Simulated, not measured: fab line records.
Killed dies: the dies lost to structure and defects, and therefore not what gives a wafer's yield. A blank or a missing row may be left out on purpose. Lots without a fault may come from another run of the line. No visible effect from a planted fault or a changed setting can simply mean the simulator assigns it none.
fab line records	flow n5_finfet
record: lots: 10	wafers: 28	last_day: 18
route steps=1938 shown HKMG_FIN@420 BEOL_M4@1111 PASSIVATION@1936
lots untouched by any fault: they come from a run of this same line in which no faults occurred
start_h: the number of hours between the record's first day and the start of the first shown wafer of the lot	wait_h: hours since the lot's step before	" unchanged from the row above	L1.1+2: several wafers, shown together as one row	- no value, or no start was given	* or withheld: withheld	< > ~ a bound
route shown NAME@n: a module of which the file shows steps, and the number in the route of the first	usual: mean/standard deviation taken from wafers without a fault	same: alike in all rows	chamber/n: place in a boat	sites: the reading at each site	_std_site: standard deviation of those values	_edge_site: outer sites' mean less inner sites'	radius_mm: how far each site lies from the wafer's centre	mask NAME#n: copy n	behind: the most recent tool/chamber to have shaped the wafer	hold: cause of the lot's hold/its duration in hours/its outcome	device: the transistor (n, p or np) that didn't switch	end of line: at the end of the route, the tests of the same wafers	where a step has no rows: the recipe by itself	killed: the dies lost at the first sort to structure and to defects; this is not the yield of the wafer	map: shows each die of a wafer: x if killed, . if not, _ if none is there
set.NAME: the setting as run; set.NAME@STEP: as run at that earlier step	model.NAME: the simulator's own value behind a step, which no gauge read
a sample of lots followed through the steps of the route, with each step as a table and each wafer as a row
services: when a tool's chamber went out of use (start_h, in hours from the record's first day, below 0 if earlier), for how many hours, and the reason
== steps ==
step: N5_HKMG_FIN_THK_MEAS_70
recipe: thk_meas_gauge: xrf	reads: HfO2_of_HKMG_FIN_HK_ALD_01
usual: HK_THK: 1.616/0.02
lot.wafer	tool	chamber	start_h	wait_h	HK_THK[nm]
L101.1	film_metro-01	-	101.80	0.2	1.618
L101.5	"	-	"	"	1.626
L101.6	"	-	"	"	1.614
L104.1	film_metro-01	-	118.05	0.2	1.605
L104.2	"	-	"	"	1.638
L104.5	"	-	"	"	1.620
L106.2	film_metro-02	-	127.59	0.2	1.618
L106.4	"	-	"	"	1.628
L106.6	"	-	"	"	1.623
L108.1	film_metro-02	-	140.98	0.2	1.638
L108.2	"	-	"	"	1.639
L108.5	"	-	"	"	1.617
L109.2	film_metro-01	-	146.86	0.2	1.607
L109.3	"	-	"	"	1.616
L109.5	"	-	"	"	1.598
L113.3	film_metro-02	-	171.75	0.2	1.598
L113.6	"	-	"	"	1.598
L115.1	film_metro-01	-	183.71	0.2	1.610
L115.3	"	-	"	"	1.622
L115.4	"	-	"	"	1.577
L117.5	film_metro-02	-	197.45	0.0	1.607
L117.6	"	-	"	"	1.623
L119.1	film_metro-02	-	208.85	0.2	1.593
L119.4	"	-	"	"	1.623
L119.5	"	-	"	"	1.632
L120.1	film_metro-02	-	216.67	0.2	1.640
L120.5	"	-	"	"	1.597
L120.6	"	-	"	"	1.652
step: N5_HKMG_FIN_OVL_MEAS_13
recipe: points_per_wafer: 44
usual: NWFM_OVL: -0.4/0.84
lot.wafer	tool	chamber	start_h	wait_h	NWFM_OVL[nm]
L101.1	overlay-02	0	102.58	0.0	-0.3
L101.5	"	0	"	"	-0.3
L101.6	"	0	"	"	1.5
L104.1	overlay-02	0	118.96	0.0	-0.8
L104.2	"	0	"	"	-0.2
L104.5	"	0	"	"	-1.2
L106.2	overlay-01	0	128.50	0.0	0.0
L106.4	"	0	"	"	-0.2
L106.6	"	0	"	"	0.2
L108.1	overlay-02	0	141.88	0.0	0.4
L108.2	"	0	"	"	-0.6
L108.5	"	0	"	"	0.2
L109.2	overlay-02	0	147.80	0.1	0.3
L109.3	"	0	"	"	1.4
L109.5	"	0	"	"	0.1
L113.3	overlay-02	0	172.65	0.0	-0.3
L113.6	"	0	"	"	-1.2
L115.1	overlay-02	0	184.62	0.0	-1.0
L115.3	"	0	"	"	-0.5
L115.4	"	0	"	"	-0.8
L117.5	overlay-01	0	198.35	0.0	0.1
L117.6	"	0	"	"	0.8
L119.1	overlay-01	0	209.63	0.0	0.3
L119.4	"	0	"	"	-0.4
L119.5	"	0	"	"	-1.0
L120.1	overlay-02	0	217.58	0.0	0.3
L120.5	"	0	"	"	-0.9
L120.6	"	0	"	"	-0.2
step: N5_HKMG_FIN_ETCH_35
recipe: chemistry: N2/H2	target: SOC	target_depth_a: 2158	ion_energy_ev: 65	bias_w: 5	source_w: 3000	time_s: 243.4	pressure_mtorr: 30	n2_flow_sccm: 200	h2_flow_sccm: 200
usual: drypump_motor_current_A: 5.8/0.46	n2_flow_sccm: 199.9/0.58	oes_product_au: 0.76/0.091	rf_vpp_V: 141.3/0.98	run_length_s: 266.5/0.45	showerhead_plenum_p_Torr: 2.49/0.074	throttle_valve_pct: 17.87/0.28
lot.wafer	tool	chamber	start_h	wait_h	drypump_motor_current_A	n2_flow_sccm	oes_product_au	rf_hours_counter_h	rf_vpp_V	run_length_s	showerhead_plenum_p_Torr	throttle_valve_pct
L101.1	rie_diel-06	0	102.94	0.0	6.6	199.0	0.70	227	141.4	265.8	2.49	18.04
L101.5	"	1	"	"	6.0	200.3	0.74	-	140.8	267.2	2.52	18.14
L101.6	"	0	"	"	6.7	199.4	0.70	-	140.1	265.9	2.49	18.03
L104.1	rie_diel-06	1	119.42	0.0	6.0	200.2	0.73	213	139.8	267.2	2.51	18.16
L104.2	"	3	"	"	6.5	199.7	0.93	31	141.1	266.2	2.49	17.72
L104.5	"	3	"	"	6.5	200.0	0.94	-	142.7	266.2	2.49	17.72
L106.2	rie_diel-05	2	128.90	0.0	5.1	199.8	0.72	188	141.4	266.5	2.65	17.71
L106.4	"	1	"	"	6.0	198.7	0.90	25	141.7	266.4	2.52	17.65
L106.6	"	1	"	"	6.1	199.9	0.89	-	141.1	266.4	2.51	17.64
L108.1	rie_diel-04	0	142.24	0.0	5.6	200.1	0.69	227	140.1	266.3	2.41	17.89
L108.2	"	2	"	"	5.8	200.1	0.73	165	143.1	265.8	2.65	18.04
L108.5	"	0	"	"	5.6	200.4	0.70	-	140.5	266.1	2.41	17.88
L109.2	rie_diel-06	3	148.15	0.0	6.5	200.7	0.91	43	140.9	266.9	2.48	17.73
L109.3	"	2	"	"	5.4	199.7	0.71	186	140.4	267.4	2.44	18.14
L109.5	"	1	"	"	6.0	199.6	0.71	-	141.4	267.2	2.51	18.17
L113.3	rie_diel-06	3	173.01	0.0	6.5	200.2	0.90	51	141.1	266.3	2.48	17.75
L113.6	"	1	"	"	6.0	199.7	0.72	-	142.0	329.4	2.50	18.18
L115.1	rie_diel-06	3	185.03	0.0	6.5	199.9	0.89	55	142.2	329.1	2.48	17.76
L115.3	"	1	"	"	6.0	200.8	0.70	238	143.2	267.0	2.50	18.20
L115.4	"	0	"	"	6.6	199.5	0.69	246	140.4	265.9	2.48	18.06
L117.5	rie_diel-06	3	198.79	0.1	6.5	199.9	0.89	-	141.4	266.2	2.48	17.78
L117.6	"	2	"	"	5.5	199.7	0.70	-	141.4	329.2	2.44	18.18
L119.1	rie_diel-04	3	210.57	0.0	5.4	200.2	0.87	46	141.1	266.4	2.47	17.37
L119.4	"	2	"	"	5.8	199.5	0.71	-	140.9	265.9	2.64	18.09
L119.5	"	2	"	"	5.8	200.4	0.72	-	142.2	265.6	2.64	18.09
L120.1	rie_diel-04	2	218.16	0.0	5.8	201.7	0.71	196	143.8	266.1	2.64	18.07
L120.5	"	1	"	"	5.2	200.7	0.69	-	141.6	266.2	2.42	17.51
L120.6	"	2	"	"	5.8	201.2	0.70	-	141.9	266.1	2.64	18.10
step: N5_HKMG_FIN_ALD_91
recipe: material: TiN	target_thk_a: 10	temp_c: 400	ald_precursor_family: TiCl4	ald_co_reactant: NH3	pulse_time_s: 1	purge_time_s: 3	co_reactant_purge_time_s: 2	co_reactant_pulse_time_s: 2	ald_cycles: 47	pressure_torr: 3
usual: heater_power_w: 929/110	precursor_pulse_height_rel: 1.001/0.019	susceptor_temp_C: 400.01/0.21
same: ald_cycles: 47
lot.wafer	tool	chamber	start_h	wait_h	heater_power_w	precursor_pulse_height_rel	since_wet_clean_h	susceptor_temp_C
L101.1	ald_metal-03	3	103.62	0.3	1033	1.003	4382	400.04
L101.5	"	1	"	"	1034	0.992	-	400.14
L101.6	"	0	"	"	710	1.010	-	399.98
L104.1	ald_metal-01	1	120.10	0.3	834	1.028	1321	399.98
L104.2	"	3	"	"	897	1.011	1321	400.03
L104.5	"	3	"	"	901	1.020	-	399.83
L106.2	ald_metal-03	1	129.58	0.3	1034	0.984	4408	400.23
L106.4	"	3	"	"	1019	0.971	4408	399.96
L106.6	"	0	"	"	721	0.992	-	400.17
L108.1	ald_metal-03	0	142.92	0.3	727	1.003	4421	399.98
L108.2	"	3	"	"	1035	1.021	4421	399.89
L108.5	"	1	"	"	1055	0.986	-	400.32
L109.2	ald_metal-03	2	148.83	0.3	890	0.996	4427	400.37
L109.3	"	3	"	"	1026	0.997	4427	399.89
L109.5	"	3	"	"	1027	0.986	-	399.99
L113.3	ald_metal-03	3	173.70	0.2	1037	0.995	4452	400.15
L113.6	"	2	"	"	908	1.013	-	399.77
L115.1	ald_metal-01	2	185.71	0.3	1076	0.971	1387	400.00
L115.3	"	1	"	"	865	1.005	1387	400.51
L115.4	"	3	"	"	865	1.019	1387	400.22
L117.5	ald_metal-01	0	199.51	0.1	889	0.993	-	400.29
L117.6	"	1	"	"	861	1.010	-	400.01
L119.1	ald_metal-03	0	211.36	0.3	741	1.039	4490	399.69
L119.4	"	1	"	"	1051	1.012	4490	400.24
L119.5	"	3	"	"	1025	1.039	-	399.98
L120.1	ald_metal-03	1	218.85	0.3	1039	1.002	4497	400.04
L120.5	"	3	"	"	1031	0.986	-	399.57
L120.6	"	2	"	"	889	1.006	-	400.11
step: N5_BEOL_M4_RC_MEAS_101
usual: DIBL_N: 36.0/2.5	DIBL_P: 36.7/3	IOFF_N: 0.16/0.043	IOFF_P: 0.21/0.049	ION_N: 673/15	ION_P: 461/9.8	SS_N: 71.5/0.83	SS_P: 73.4/0.83	VT_N: 250/4	VT_P: -251/4
lot.wafer	tool	chamber	start_h	wait_h	DIBL_N[mV/V]	DIBL_P[mV/V]	IOFF_N[nA/um]	IOFF_P[nA/um]	ION_N[uA/um]	ION_P[uA/um]	SS_N[mV/dec]	SS_P[mV/dec]	VT_N[mV]	VT_P[mV]
L101.1	prober-01	0	186.86	0.0	29.9	30.0	0.09	0.13	677	470	69.7	71.6	256	-257
L101.5	"	0	"	"	35.4	36.9	0.16	0.22	671	467	71.6	72.5	245	-249
L101.6	"	0	"	"	32.0	32.9	0.11	0.17	675	475	71.5	71.8	254	-250
L104.1	prober-02	0	212.67	0.0	30.3	32.5	0.10	0.14	645	441	71.2	71.8	256	-257
L104.2	"	0	"	"	31.6	34.5	0.12	0.16	651	453	70.9	72.6	252	-254
L104.5	"	0	"	"	36.3	39.7	0.23	0.26	681	464	73.6	73.7	244	-246
L106.2	prober-01	0	218.24	0.2	39.2	43.4	0.28	0.32	689	470	72.0	75.1	242	-244
L106.4	"	0	"	"	35.1	35.1	0.17	0.18	666	456	71.2	73.2	249	-254
L106.6	"	0	"	"	33.3	35.7	0.13	0.17	677	463	69.9	72.6	251	-254
L109.2	prober-02	0	237.25	0.2	34.1	31.5	0.12	0.19	685	473	70.1	72.6	253	-250
L109.3	"	0	"	"	34.7	31.4	0.11	0.18	651	455	71.0	72.2	256	-248
L109.5	"	0	"	"	35.0	31.5	0.13	0.20	662	466	70.8	72.7	253	-248
L108.1	prober-02	0	242.03	0.0	39.5	40.3	0.23	0.28	685	460	72.8	74.4	245	-247
L108.2	"	0	"	"	35.1	34.3	0.14	0.19	686	473	70.6	73.1	252	-254
L108.5	"	0	"	"	37.1	36.4	0.19	0.21	678	457	71.6	73.3	247	-253
L113.3	prober-01	0	270.19	0.3	34.1	34.3	0.12	0.15	682	458	70.1	72.9	251	-257
L113.6	"	0	"	"	33.7	34.6	0.12	0.17	666	460	71.0	73.0	253	-252
L115.1	prober-02	0	296.13	0.0	34.8	37.1	0.16	0.19	679	462	71.5	73.4	248	-252
L115.3	"	0	"	"	31.6	33.3	0.11	0.14	664	454	70.2	72.8	258	-256
L115.4	"	0	"	"	27.6	28.4	0.07	0.11	649	455	69.4	71.7	258	-257
L117.5	prober-01	0	296.60	0.6	34.2	34.3	0.15	0.20	682	472	71.5	72.6	246	-249
L117.6	"	0	"	"	35.7	35.9	0.17	0.21	662	451	72.0	73.8	248	-250
L119.1	prober-01	0	319.88	0.0	36.6	39.2	0.19	0.24	694	479	70.8	73.8	242	-249
L119.4	"	0	"	"	35.8	38.0	0.16	0.21	684	469	71.7	73.5	248	-251
L119.5	"	0	"	"	35.0	36.9	0.14	0.20	669	461	71.0	73.1	252	-250
L120.1	prober-01	0	325.33	0.0	35.6	36.6	0.14	0.17	672	454	71.1	72.9	252	-256
L120.5	"	0	"	"	37.2	38.3	0.17	0.19	683	463	71.8	73.6	251	-254
L120.6	"	0	"	"	35.3	36.1	0.13	0.16	650	445	70.9	73.2	254	-258
step: N5_PASSIVATION_PROBE_49
usual: defect_limited_yield: 91.1/1.5	killed_at_M0_to_M3: 37/11	killed_at_M4_up: 13/5.6	killed_at_contacts: 12/5.6	killed_at_front_end: 39/11	killed_at_other: 4/3.1	killed_dies: 105/18	killed_open: 69/13	killed_short: 35/7.4	sort_bin_4_leakage: 0.00/0.022	sort_bin_5_function: 5.1/0.92	sort_bin_6_memory: 3.4/0.76	sort_bin_8_speed: 0.02/0.11	sort_n_pass: 1075/18	sort_yield_pct: 91.1/1.5
same: gross_dies: 1180	killed_at_back_side: 0
lot.wafer	tool	chamber	start_h	wait_h	defect_limited_yield[%]	killed_at_M0_to_M3	killed_at_M4_up	killed_at_contacts	killed_at_front_end	killed_at_other	killed_dies	killed_open	killed_short	sort_bin_4_leakage[%]	sort_bin_5_function[%]	sort_bin_6_memory[%]	sort_bin_8_speed[%]	sort_n_pass	sort_yield_pct[%]
L117.6	prober-02	-	407.13	0.3	92.6	36	20	3	23	5	87	63	23	0	3.7	3.4	0	1093	92.6
killed by level:class
L117.6 BEOL_M1:geometric_particle:open=11 BEOL_M4:geometric_particle:open=10 BEOL_M0_SAQP:geometric_particle:open=7 STI_FIN_REVEAL:geometric_particle:open=5 BEOL_M0_SAQP:geometric_particle:short=5 BEOL_M3:geometric_particle:open=4 STARTING-WAFER:geometric_particle:open=4 DUMMY_GATE:geometric_particle:open=3
== services ==
tool	chamber	start_h	hours	kind
rie_diel-05	2	90.55	4.2	repair
rie_diel-06	0	107.86	29.5	repair
rie_diel-05	2	112.56	7.4	repair
ald_metal-01	2	118.96	10.5	repair
rie_diel-04	2	130.36	10.1	repair
rie_diel-05	3	134.08	65.0	repair
ald_metal-01	-	161.44	8.7	pm
rie_diel-05	1	183.09	9.7	repair
rie_diel-06	0	194.55	-	clean
rie_diel-06	0	194.55	-	consumable_replace:focus_ring
rie_diel-06	0	194.55	34.3	scheduled_down
rie_diel-06	0	194.55	34.3	vent_cycle
ald_metal-03	-	195.59	0.6	repair
rie_diel-05	0	199.06	-	clean
rie_diel-05	0	199.06	-	consumable_replace:focus_ring
rie_diel-05	0	199.06	-	consumable_replace:showerhead
rie_diel-05	0	199.06	18.2	scheduled_down
ald_metal-03	-	203.08	0.5	repair
rie_diel-04	0	205.22	-	clean
rie_diel-04	0	205.22	-	consumable_replace:focus_ring
rie_diel-04	0	205.22	-	consumable_replace:showerhead
rie_diel-04	0	205.22	14.1	scheduled_down
rie_diel-04	0	205.22	14.1	vent_cycle
rie_diel-05	3	209.61	4.5	repair
== key ==
first_sign: step: N5_HKMG_FIN_ETCH_35	reading: run_length_s	direction: up	sigmas: 99+	usual: *	struck: *
effect none on later readings
met_at N5_HKMG_FIN_ETCH_35
struck_lots L113,L115,L117
struck_wafers L113.6,L115.1,L117.6
not_acting_at N5_HKMG_FIN_THK_MEAS_70,N5_HKMG_FIN_OVL_MEAS_13,N5_HKMG_FIN_ALD_91
onset_between 148.15 173.01
fault: kind: process_parameter_drift	tool: rie_diel-06	chamber: -	onset_h: 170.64	steps: N5_HKMG_FIN_ETCH_35	channel: time_s	offset: *	shape: step	end_h: 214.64	scope: struck_wafers_only	acts_in: *	stated: *
